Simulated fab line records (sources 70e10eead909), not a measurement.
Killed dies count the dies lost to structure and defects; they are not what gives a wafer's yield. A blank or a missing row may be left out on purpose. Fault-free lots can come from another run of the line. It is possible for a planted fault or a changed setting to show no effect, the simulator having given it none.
Chamber matching + flow nand_harc + NHARC_A_STAIRCASE_ETCH_19 on rie_diel-03: 4 sister chambers
The step etches the open film in C4F8/O2, target depth 100 nm, time 40.5 s. 14 wafers are shown with their chamber, then 7 later ones without.

WAFERS PAIRED WITH THEIR CHAMBERS
| wafer  | chamber | rf_vpp_V (V) | rf_fwd_power_W (W) | oes_product_au (a.u.) |
|--------|---------|--------------|--------------------|-----------------------|
| L542.1 | 1       | 907          | 594.1              | 0.947                 |
| L542.5 | 0       | 897          | 592.5              | 0.942                 |
| L542.6 | 1       | 904          | 597.1              | 0.941                 |
| L544.1 | 2       | 893          | 593.8              | 0.957                 |
| L544.3 | 1       | 906          | 595.8              | 0.954                 |
| L544.5 | 3       | 896          | 589.7              | 0.944                 |
| L547.3 | 0       | 896          | 595.5              | 0.947                 |
| L547.5 | 1       | 904          | 592.0              | 0.931                 |
| L547.6 | 0       | 897          | 594.3              | 0.920                 |
| L549.3 | 1       | 903          | 595.2              | 0.952                 |
| L549.4 | 2       | 892          | 596.4              | 0.932                 |
| L549.5 | 2       | 893          | 594.4              | 0.944                 |
| L554.2 | 0       | 895          | 598.5              | 0.950                 |
| L554.4 | 1       | 904          | 593.9              | 0.951                 |

SIGNATURES (means of the wafers above)
| reading        | chamber 0 | chamber 1 | chamber 2 | chamber 3 | scatter within a chamber |
|----------------|-----------|-----------|-----------|-----------|--------------------------|
| rf_vpp_V       | 896.25    | 904.67    | 892.67    | 896.00    | 1.21                     |
| rf_fwd_power_W | 595.200   | 594.683   | 594.867   | 589.700   | 1.96                     |
| oes_product_au | 0.93975   | 0.94600   | 0.94433   | 0.94400   | 0.0111                   |
Rule: a wafer's distance from a chamber is the root of the sum, over the readings, of the square of ((its reading less the chamber's mean) divided by the reading's scatter). The wafer belongs to the nearest chamber; if the next one is less than 2 further off, it can't be placed. The scatter: the root of (the sum of the squares of (reading less its chamber's mean) over the shown wafers, divided by (wafers less chambers)).

WAFERS WHOSE CHAMBER IS MISSING
| wafer  | rf_vpp_V (V) | rf_fwd_power_W (W) | oes_product_au (a.u.) |
|--------|--------------|--------------------|-----------------------|
| L554.5 | 894          | 591.2              | 0.942                 |
| L557.4 | 894          | 589.3              | 0.950                 |
| L557.5 | 894          | 592.7              | 0.940                 |
| L557.6 | 892          | 593.2              | 0.929                 |
| L560.3 | 897          | 594.9              | 0.923                 |
| L560.5 | 895          | 596.1              | 0.930                 |
| L560.6 | 893          | 589.3              | 0.933                 |

CHAMBER TAKEN BY EACH
| wafer  | from the rows above          | in truth |
|--------|------------------------------|----------|
| L554.5 | can't be placed: 3 or 2 or 0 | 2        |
| L557.4 | can't be placed: 3 or 2 or 0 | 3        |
| L557.5 | can't be placed: 2 or 0 or 3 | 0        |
| L557.6 | 2                            | 2        |
| L560.3 | can't be placed: 0 or 3      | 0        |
| L560.5 | can't be placed: 0 or 2      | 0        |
| L560.6 | can't be placed: 3 or 2 or 0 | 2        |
Correct placement for 1 of the 7. These rows do not allow placing 6 (true chamber among the candidates in 6). 0 placed wrongly.
